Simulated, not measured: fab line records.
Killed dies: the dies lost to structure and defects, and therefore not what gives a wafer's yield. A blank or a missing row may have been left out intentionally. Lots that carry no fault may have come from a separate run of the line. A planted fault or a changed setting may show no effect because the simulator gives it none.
What tool caused it?    flow nand-harc    12 lots, 36 wafers sampled, at 1 step of a route of 1159

## WHAT THE GAUGES SHOWED, per wafer
NHARC_P_M1_INSPECT_11.
lot   measured      on                 raw-defect-count
L074  day 6 06:41   defect-inspect-02  2 8 5
L076  day 6 18:55   defect-inspect-02  4 1 2
L079  day 7 12:23   defect-inspect-02  5 2 2
L082  day 8 01:31   defect-inspect-02  4 1 5
L083  day 8 06:50   defect-inspect-01  2 2 0
L085  day 9 05:46   defect-inspect-01  3 2 5
L087  day 9 07:23   defect-inspect-02  8 5 9
L089  day 9 22:01   defect-inspect-01  3 3 5
L091  day 10 04:32  defect-inspect-01  6 1 3
L093  day 10 15:31  defect-inspect-02  3 4 4
L094  day 11 04:37  defect-inspect-01  3 0 2
L096  day 11 17:50  defect-inspect-01  2 4 3

## WHICH TOOL RAN EACH LOT (tool, then ch and the chambers of the sampled wafers, then the start)
Before these readings, the record contains no process step.

## THE ANSWER, worked out from the rows above alone
Rule: what is usual is taken from the lots themselves. The widest of any qualifying gaps counts: lots, ordered by their means at a reading, are off when they make up no more than a third of the lots, leave a main group of 4 or more, and stand apart from it by 3 or more times the standard deviation of that group's means. If all means in a main group match to the digits the tables above print for the reading, that group is not used. A lot without any number at a reading at which 4 lots or more have one is off too. Any other lot the step has rows for is counted as sound.
Nothing can be told from this: no lot is off at any reading shown.

## WHAT HAD BEEN PUT IN BY THE SIMULATOR
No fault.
